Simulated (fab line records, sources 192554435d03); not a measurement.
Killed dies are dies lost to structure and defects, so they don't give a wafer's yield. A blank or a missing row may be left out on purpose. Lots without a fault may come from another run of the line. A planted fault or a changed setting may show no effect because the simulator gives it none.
Chamber matching | flow n5_finfet | N5_BEOL_M12_ETCH_38 on rie_diel-01: 4 sister chambers
The step etches SiCN in CF4/N2, target depth 68.7 nm, time 73.4 s. 8 wafers are shown with their chamber, then 8 later ones without.

WAFERS WITH THEIR CHAMBER
wafer  | chamber | throttle_valve_pct (%) | showerhead_plenum_p_Torr (Torr)
L078.2 | 3       | 15.73                  | 2.18
L078.4 | 0       | 15.56                  | 2.22
L085.5 | 2       | 15.65                  | 2.21
L085.6 | 1       | 15.42                  | 2.23
L087.2 | 1       | 15.42                  | 2.23
L087.3 | 3       | 15.77                  | 2.17
L087.6 | 2       | 15.65                  | 2.21
L086.1 | 0       | 15.58                  | 2.21

WAFERS WITHOUT THEIR CHAMBER
wafer  | throttle_valve_pct (%) | showerhead_plenum_p_Torr (Torr)
L086.3 | 15.43                  | 2.23
L086.5 | 15.42                  | 2.23
L093.2 | 15.61                  | 2.21
L093.3 | 15.68                  | 2.20
L093.4 | 15.62                  | 2.21
L096.1 | 15.49                  | 2.22
L096.2 | 15.31                  | 2.17
L096.5 | 15.30                  | 2.17

WHICH CHAMBER EACH WENT THROUGH
wafer  | from the rows above     | in truth
L086.3 | 1                       | 1
L086.5 | 1                       | 1
L093.2 | can't be placed: 2 or 0 | 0
L093.3 | 2                       | 2
L093.4 | can't be placed: 2 or 0 | 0
L096.1 | can't be placed: 1 or 0 | 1
L096.2 | 1                       | 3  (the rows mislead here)
L096.5 | 1                       | 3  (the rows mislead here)
Placed correctly: 3 of 8. Can't be placed from these rows: 3 (the true chamber is among the candidates in 3). Placed wrongly: 2.
How it was worked out, from the rows above alone: a wafer's distance from a chamber is the root of the sum, over the readings, of the square of ((its reading less the chamber's mean) divided by the reading's scatter). The wafer belongs to the nearest chamber; if the next one is less than 2 further off, it can't be placed. A chamber's mean is the mean of its shown wafers. The scatter: the root of (the sum of the squares of (reading less its chamber's mean) over the shown wafers, divided by (wafers less chambers)).
